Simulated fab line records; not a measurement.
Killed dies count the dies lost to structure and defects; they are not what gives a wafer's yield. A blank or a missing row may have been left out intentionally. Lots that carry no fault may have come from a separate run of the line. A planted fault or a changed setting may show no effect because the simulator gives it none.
Split-lot trial | flow n5 finfet | 39 wafers read across 7 lots, on a route 1938 steps long

## THE SPLIT
At N5_PMOS_HMC_CHANNEL_EPI_ETCH_38 (etches SiO2 in CF4, target depth 1.5 nm), the setting target depth a was moved away from the recipe's 15 angstrom on 12 of the 39 wafers read, by +28.3% to +57.8%. For the rest of the wafers, this setting stayed at what the recipe calls for.

Reading taken at the split's own step.

## THE READING
etch.depth nm (the simulator's own value, which no gauge read), in nm, at N5_PMOS_HMC_CHANNEL_EPI_ETCH_38 (etches SiO2 in CF4, target depth 1.5 nm). The file does not state a usual value for it. The 27 wafers here that ran the recipe average 1.501 nm, standard deviation 0.016 nm.

wafer  | tool, chamber at the split | target depth a as run, angstrom | against the recipe | etch.depth nm, nm | against lot-mates on the recipe
L083.1 | rie si-03, 1               | 15                              | recipe             | 1.475             | -
L083.2 | rie si-03, 0               | 23.67                           | +57.8%             | 2.409             | +0.933
L083.3 | rie si-03, 2               | 15                              | recipe             | 1.473             | -
L083.4 | rie si-03, 3               | 23.67                           | +57.8%             | 2.368             | +0.892
L083.5 | rie si-03, 1               | 15                              | recipe             | 1.481             | -
L083.6 | rie si-03, 0               | 23.67                           | +57.8%             | 2.385             | +0.909
L084.1 | rie si-01, 3               | 15                              | recipe             | 1.487             | -
L084.2 | rie si-01, 0               | 15                              | recipe             | 1.474             | -
L084.3 | rie si-01, 1               | 15                              | recipe             | 1.51              | -
L084.4 | rie si-01, 3               | 15                              | recipe             | 1.494             | -
L084.5 | rie si-01, 1               | 15                              | recipe             | 1.501             | -
L084.6 | rie si-01, 0               | 15                              | recipe             | 1.492             | -
L085.1 | rie si-05, 0               | 20.64                           | +37.6%             | 2.1               | +0.588
L085.2 | rie si-05, 2               | 15                              | recipe             | 1.519             | -
L085.3 | rie si-05, 3               | 20.64                           | +37.6%             | 2.08              | +0.568
L085.4 | rie si-05, 1               | 20.64                           | +37.6%             | 2.036             | +0.524
L085.5 | rie si-05, 3               | 15                              | recipe             | 1.505             | -
L085.6 | rie si-05, 2               | 15                              | recipe             | 1.513             | -
L086.1 | rie si-05, 3,1             | 15                              | recipe             | 1.506             | -
L086.3 | rie si-05, 3,1             | 15                              | recipe             | 1.506             | -
L086.2 | rie si-05, 0               | 19.25                           | +28.3%             | 1.972             | +0.464
L086.4 | rie si-05, 2               | 15                              | recipe             | 1.512             | -
L086.5 | rie si-05, 0               | 19.25                           | +28.3%             | 1.969             | +0.461
L086.6 | rie si-05, 1               | 19.25                           | +28.3%             | 1.912             | +0.404
L091.1 | rie si-05, 0               | 20.77                           | +38.5%             | 2.118             | +0.603
L091.2 | rie si-05, 2               | 15                              | recipe             | 1.52              | -
L091.3 | rie si-05, 1               | 20.77                           | +38.5%             | 2.072             | +0.557
L091.4 | rie si-05, 3               | 20.77                           | +38.5%             | 2.074             | +0.559
L091.5 | rie si-05, 0               | 15                              | recipe             | 1.526             | -
L091.6 | rie si-05, 3               | 15                              | recipe             | 1.498             | -
L092.3 | rie si-03, 1               | 15                              | recipe             | 1.468             | -
L092.4 | rie si-03, 3               | 15                              | recipe             | 1.495             | -
L092.5 | rie si-03, 3               | 15                              | recipe             | 1.514             | -
L094.1 | rie si-01, 1               | 15                              | recipe             | 1.521             | -
L094.2 | rie si-01, 3,0             | 15                              | recipe             | 1.509             | -
L094.6 | rie si-01, 3,0             | 15                              | recipe             | 1.509             | -
L094.3 | rie si-01, 0               | 15                              | recipe             | 1.492             | -
L094.4 | rie si-01, 3               | 15                              | recipe             | 1.515             | -
L094.5 | rie si-01, 1               | 15                              | recipe             | 1.517             | -
If several chambers appear in one row, that row covers several wafers at once and the file leaves open which wafer was in which chamber.

THE FIT
A straight line over all 39 wafers: etch.depth nm changes by +0.0153 nm for each +1% of target depth a; r = +1.00; the points scatter about the line by 0.02 nm.
The same after taking each lot's own level away (the mean of its wafers on the recipe; 39 wafers): +0.0154 nm for each +1%; r = +1.00; scatter 0.019 nm.
The reading moves by 0.89 nm for the largest change in target depth a, on that fit.
From 1.4763 to 1.5147 nm: that is the span of the lots' own levels, equal to 2.4 times the standard deviation above.
Consequently the slope shifts little with the lot-to-lot level, the two slopes agreeing.
Check: for one of the wafers moved furthest among these (+57.8%), held out of the fit, the line's prediction against its lot-mates is +0.882 nm. Against them it came out at +0.933 nm.

## FILE'S OWN FIT
etch.depth nm changes by +0.0154 nm for each +1% of target depth a, r = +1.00.
